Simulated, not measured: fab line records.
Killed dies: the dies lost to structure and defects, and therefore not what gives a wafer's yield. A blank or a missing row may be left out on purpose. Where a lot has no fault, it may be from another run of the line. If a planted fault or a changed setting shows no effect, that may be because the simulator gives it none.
Comparing a struck lot with a sound one || flow nand-harc || 45 out of 1159 route steps
Sound: these wafers, L781.1, L781.2, L781.3. Struck: wafer L796.5 (left out: L796.3, L796.6 of the same lot, which were not struck); the cause appears at the end.
Per side, at each step with rows, come the tool, then ch with its chambers, and then its first start. Under that, the readings that differ: sound wafers || struck wafers || difference of the means || sigmas: that difference in standard deviations of wafers without a fault.
alike: words and numbers the same on both sides, and readings whose means are apart by under 2 such deviations; not compared: readings that were withheld, readings missing a value for some wafer, numbers with overlapping values and no deviation given by the record, and bounds like >300 which may hide the same value.
A row with sigmas, a row that says differs or no value, or rows on one side alone: a step with any of these is where the two part. When numbers do not overlap yet have no deviation, they are printed without sigmas and do not part them. A reading missing from all wafers of one side parts the sides only when that side holds two or more wafers.

first, 6 steps without rows for these wafers: NHARC_P_ZERO_WELL_COAT_05 (resist thk 600 nm); NHARC_P_ZERO_WELL_SOFTBAKE_06 (time 70 s); NHARC_P_ZERO_WELL_EBR_07; NHARC_P_ZERO_WELL_EXPOSE_08 (exposes mask P ZERO, target cd 500 nm); NHARC_P_ZERO_WELL_PEB_09 (peb time 80 s); NHARC_P_ZERO_WELL_DEVELOP_10 (time 50 s).
NHARC_P_ZERO_WELL_CD_MEAS_11: the cd target is 500 nm.
  sound on cd-sem-02 ch 0, day 1 19:20; struck on cd-sem-01 ch 0, day 5 13:16
  alike: cd-nm
then, 1 step without rows for these wafers: NHARC_P_ZERO_WELL_HARDBAKE_12 (time 65 s).
NHARC_P_ZERO_WELL_DESCUM_13: chemistry O2, time 3 s.
  sound on rie-diel-12 ch 0,1,2, day 1 19:29; struck on rie-diel-08 ch 1, day 5 13:25
{"reading": "showerhead-plenum-p-Torr (Torr)", "sound": "2.07 2.07 2.05", "struck": 1.79, "difference": -0.27, "sigmas": -2}
  alike: drypump-motor-current-A, oes-product-au, rf-vpp-V, throttle-valve-pct
  not compared: rf-hours-counter-h
then, 1 step without rows for these wafers: NHARC_P_ZERO_WELL_ETCH_65 (etches the open film in N2/H2, target depth 80 nm, overetch 24 nm, time 87.88 s).
NHARC_P_ZERO_WELL_ETCH_62: etches the open film in CHF3/Ar, target depth 13 nm, time 6.5 s.
  sound on rie-diel-12 ch 0,1,2; struck on rie-diel-08 ch 3
  alike: drypump-motor-current-A, oes-product-au, rf-vpp-V, showerhead-plenum-p-Torr, throttle-valve-pct
  not compared: rf-hours-counter-h
NHARC_P_ZERO_WELL_ETCH_63: etches the open film in HBr/Cl2, target depth 120 nm, time 40.1 s.
  sound on rie-si-04 ch 1,2,3, day 1 19:47; struck on rie-si-01 ch 1, day 5 13:45
{"reading": "drypump-motor-current-A (A)", "sound": "5.9 5.5 4.7", "struck": 6.5, "difference": "+1.1", "sigmas": "+2"}
  alike: oes-product-au, throttle-valve-pct
  not compared: rf-hours-counter-h
NHARC_P_ZERO_WELL_STRIP_15: strips in SPM, time 900 s.
  sound on wet-bench-04 ch 0,2,3, day 1 19:56; struck on wet-bench-04 ch 1,2,6, day 5 13:53
then, 8 steps without rows for these wafers: NHARC_P_ZERO_WELL_DEHYDRATE_16 (time 120 s); NHARC_P_ZERO_WELL_HMDS_17 (time 30 s); NHARC_P_ZERO_WELL_COAT_18; NHARC_P_ZERO_WELL_SOFTBAKE_19 (time 95 s); NHARC_P_ZERO_WELL_EBR_20; NHARC_P_ZERO_WELL_EXPOSE_21 (exposes mask P NWELL, target cd 720 nm); NHARC_P_ZERO_WELL_PEB_22 (peb time 85 s); NHARC_P_ZERO_WELL_DEVELOP_23 (time 70 s).
NHARC_P_ZERO_WELL_CD_MEAS_24: the cd target is 720 nm.
  sound on cd-sem-03 ch 0, day 1 20:43; struck on cd-sem-01 ch 0, day 5 14:34
  alike: cd-nm
then, 1 step without rows for these wafers: NHARC_P_ZERO_WELL_HARDBAKE_25 (time 80 s).
NHARC_P_ZERO_WELL_DESCUM_26: chemistry O2, time 3 s.
  sound on rie-diel-12 ch 0,1,2, day 1 20:53; struck on rie-diel-01 ch 3, day 5 14:44
  alike: drypump-motor-current-A, oes-product-au, rf-vpp-V, showerhead-plenum-p-Torr, throttle-valve-pct
  not compared: rf-hours-counter-h
then, 12 steps without rows for these wafers: NHARC_P_ZERO_WELL_IMPLANT_27; NHARC_P_ZERO_WELL_IMPLANT_57; NHARC_P_ZERO_WELL_IMPLANT_58; NHARC_P_ZERO_WELL_STRIP_28 (strips in SPM, time 840 s); NHARC_P_ZERO_WELL_DEHYDRATE_29 (time 120 s); NHARC_P_ZERO_WELL_HMDS_30 (time 30 s); NHARC_P_ZERO_WELL_COAT_31; NHARC_P_ZERO_WELL_SOFTBAKE_32 (time 95 s); NHARC_P_ZERO_WELL_EBR_33; NHARC_P_ZERO_WELL_EXPOSE_34 (exposes mask P PWELL, target cd 720 nm); NHARC_P_ZERO_WELL_PEB_35 (peb time 85 s); NHARC_P_ZERO_WELL_DEVELOP_36 (time 70 s).
NHARC_P_ZERO_WELL_CD_MEAS_37: the cd target is 720 nm.
  sound on cd-sem-02 ch 0, day 1 22:25; struck on cd-sem-03 ch 0, day 5 16:12
{"reading": "cd-nm (nm)", "sound": "719.3 718.4 717.8", "struck": 722.0, "difference": "+3.5", "sigmas": "+2"}
then, 1 step without rows for these wafers: NHARC_P_ZERO_WELL_HARDBAKE_38 (time 80 s).
NHARC_P_ZERO_WELL_DESCUM_39: chemistry O2, time 3 s.
  sound on rie-diel-12 ch 0,1,2, day 1 22:34; struck on rie-diel-01 ch 1, day 5 16:21
{"reading": "drypump-motor-current-A (A)", "sound": "5.8 6.3 6.5", "struck": 4.8, "difference": -1.4, "sigmas": -3}
  alike: oes-product-au, rf-vpp-V, showerhead-plenum-p-Torr, throttle-valve-pct
  not compared: rf-hours-counter-h
then, 3 steps without rows for these wafers: NHARC_P_ZERO_WELL_IMPLANT_40; NHARC_P_ZERO_WELL_IMPLANT_59; NHARC_P_ZERO_WELL_IMPLANT_60.
NHARC_P_ZERO_WELL_INSPECT_43:
  sound on defect-inspect-02, day 2 01:48; struck on defect-inspect-02, day 5 19:40
{"reading": "raw-defect-count", "sound": "21 14 14", "struck": 802, "difference": "+786", "sigmas": "+99 or more"}
NHARC_P_STI_INSPECT_11:
  sound on defect-inspect-02, day 2 17:18; struck on defect-inspect-01, day 6 12:22
{"reading": "raw-defect-count", "sound": "4 5 11", "struck": 789, "difference": "+782", "sigmas": "+99 or more"}
-- break in the record here, with 17 days between the starts of the struck wafers on either side (left off in module P_STI, picked up again in module END, where the first step shown is number 1159 on the route) --
NHARC_END_SORT_01:
  sound on prober-01 ch 0, day 20 08:54; struck on prober-02 ch 0, day 23 23:33
{"reading": "killed-at-periphery", "sound": "0 2 2", "struck": 85, "difference": "+84", "sigmas": "+44"}
{"reading": "killed-dies", "sound": "20 15 16", "struck": 113, "difference": "+96", "sigmas": "+8"}
  alike: killed-at-array, killed-at-other, killed-open, killed-short

WHERE THEY PART
Last at NHARC_END_SORT_01 as far as this record goes, first at NHARC_P_ZERO_WELL_DESCUM_13.

WHY: the cause the simulator had injected
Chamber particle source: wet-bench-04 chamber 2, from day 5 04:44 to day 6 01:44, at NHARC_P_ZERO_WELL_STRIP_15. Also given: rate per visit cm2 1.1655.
